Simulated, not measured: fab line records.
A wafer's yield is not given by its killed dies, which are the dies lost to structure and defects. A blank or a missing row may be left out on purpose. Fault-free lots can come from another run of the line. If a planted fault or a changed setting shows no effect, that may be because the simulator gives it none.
Chamber matching || flow n5_finfet || 4 sister chambers for N5_BEOL_M14_ETCH_59 on rie_diel-03
The step etches BARC in N2/H2, target depth 89 nm, overetch 26.7 nm, time 67.9 s. 4 wafers are shown with their chamber, then 9 later ones without.

## WAFERS PAIRED WITH THEIR CHAMBERS
{"wafer": "L080.2", "chamber": 3, "throttle_valve_pct (%)": 18.32}
{"wafer": "L085.1", "chamber": 0, "throttle_valve_pct (%)": 18.39}
{"wafer": "L085.3", "chamber": 2, "throttle_valve_pct (%)": 17.80}
{"wafer": "L085.5", "chamber": 1, "throttle_valve_pct (%)": 17.48}

## WAFERS MISSING THEIR CHAMBER
{"wafer": "L086.1", "throttle_valve_pct (%)": 18.40}
{"wafer": "L086.4", "throttle_valve_pct (%)": 17.82}
{"wafer": "L086.5", "throttle_valve_pct (%)": 17.83}
{"wafer": "L088.1", "throttle_valve_pct (%)": 17.50}
{"wafer": "L088.3", "throttle_valve_pct (%)": 17.87}
{"wafer": "L088.6", "throttle_valve_pct (%)": 17.85}
{"wafer": "L095.1", "throttle_valve_pct (%)": 18.00}
{"wafer": "L095.3", "throttle_valve_pct (%)": 17.51}
{"wafer": "L095.5", "throttle_valve_pct (%)": 17.88}

## THE CHAMBER EACH PASSED THROUGH
{"wafer": "L086.1", "from the rows above": "can't be placed: 0 or 3", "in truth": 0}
{"wafer": "L086.4", "from the rows above": 2, "in truth": 2}
{"wafer": "L086.5", "from the rows above": 2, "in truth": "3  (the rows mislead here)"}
{"wafer": "L088.1", "from the rows above": 1, "in truth": 1}
{"wafer": "L088.3", "from the rows above": 2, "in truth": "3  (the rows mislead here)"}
{"wafer": "L088.6", "from the rows above": 2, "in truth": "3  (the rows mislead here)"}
{"wafer": "L095.1", "from the rows above": "can't be placed: 2 or 3", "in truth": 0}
{"wafer": "L095.3", "from the rows above": 1, "in truth": 1}
{"wafer": "L095.5", "from the rows above": 2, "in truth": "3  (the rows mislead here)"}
Correct placement for 3 of the 9. These rows do not allow placing 2 (true chamber among the candidates in 1). 4 placed wrongly.
How it was worked out, from the rows above alone: a wafer's distance from a chamber is the root of the sum, over the readings, of the square of ((its reading less the chamber's mean) divided by the reading's scatter). If the next closest chamber is less than 2 further off than the closest, the wafer can't be placed; otherwise it belongs to the closest. Each chamber's mean is taken over the wafers shown for it. The scatter: root of mean squared gap, hidden wafer to nearest shown wafer, with one shown wafer a chamber.
